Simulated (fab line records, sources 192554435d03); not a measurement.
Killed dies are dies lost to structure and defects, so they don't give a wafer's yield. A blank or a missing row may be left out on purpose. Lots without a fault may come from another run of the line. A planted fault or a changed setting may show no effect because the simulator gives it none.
Chamber matching | flow n5_finfet | N5_GATE_CUT_SAC_CAP_01 on ald_sin-02: 4 sister chambers
The step material SiNx, target thk 24 nm, pulse time 1 s, ald cycles 480. 14 wafers are shown with their chamber, then 7 later ones without.

WAFERS WITH THEIR CHAMBER
wafer  | chamber | heater_power_w (W) | heater_power_outer_w (W) | precursor_pulse_height_rel
L074.2 | 1       | 750                | 458                      | 0.997
L074.5 | 1       | 761                | 467                      | 1.033
L074.6 | 2       | 897                | 545                      | 0.992
L075.3 | 0       | 895                | 516                      | 1.033
L075.4 | 2       | 921                | 541                      | 1.015
L075.5 | 1       | 763                | 470                      | 0.995
L082.1 | 3       | 828                | 512                      | 1.001
L082.4 | 1       | 771                | 461                      | 0.996
L082.6 | 3       | 832                | 510                      | 0.978
L086.1 | 2       | 915                | 544                      | 0.984
L086.2 | 0       | 912                | 506                      | 1.023
L086.4 | 1       | 760                | 449                      | 0.973
L089.2 | 3       | 843                | 514                      | 0.994
L089.3 | 1       | 765                | 476                      | 1.006

SIGNATURES (means of the wafers above)
reading                    | chamber 0 | chamber 1 | chamber 2 | chamber 3 | scatter within a chamber
heater_power_w             | 903.50    | 761.67    | 911.00    | 834.33    | 9.04
heater_power_outer_w       | 511.00    | 463.50    | 543.33    | 512.00    | 7.24
precursor_pulse_height_rel | 1.02800   | 1.00000   | 0.99700   | 0.99100   | 0.0166
Rule: a wafer's distance from a chamber is the root of the sum, over the readings, of the square of ((its reading less the chamber's mean) divided by the reading's scatter). The wafer belongs to the nearest chamber; if the next one is less than 2 further off, it can't be placed. The scatter: the root of (the sum of the squares of (reading less its chamber's mean) over the shown wafers, divided by (wafers less chambers)).

WAFERS WITHOUT THEIR CHAMBER
wafer  | heater_power_w (W) | heater_power_outer_w (W) | precursor_pulse_height_rel
L089.6 | 882                | 528                      | 1.041
L094.2 | 779                | 466                      | 0.993
L094.3 | 775                | 464                      | 0.983
L094.4 | 748                | 455                      | 0.979
L097.1 | 743                | 445                      | 1.051
L097.4 | 859                | 544                      | 0.997
L097.5 | 864                | 515                      | 1.008

WHICH CHAMBER EACH WENT THROUGH
wafer  | from the rows above          | in truth
L089.6 | can't be placed: 0 or 2      | 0
L094.2 | 1                            | 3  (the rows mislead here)
L094.3 | 1                            | 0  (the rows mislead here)
L094.4 | 1                            | 1
L097.1 | 1                            | 1
L097.4 | can't be placed: 3 or 2 or 0 | 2
L097.5 | can't be placed: 3 or 0      | 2
Placed correctly: 2 of 7. Can't be placed from these rows: 3 (the true chamber is among the candidates in 2). Placed wrongly: 2.
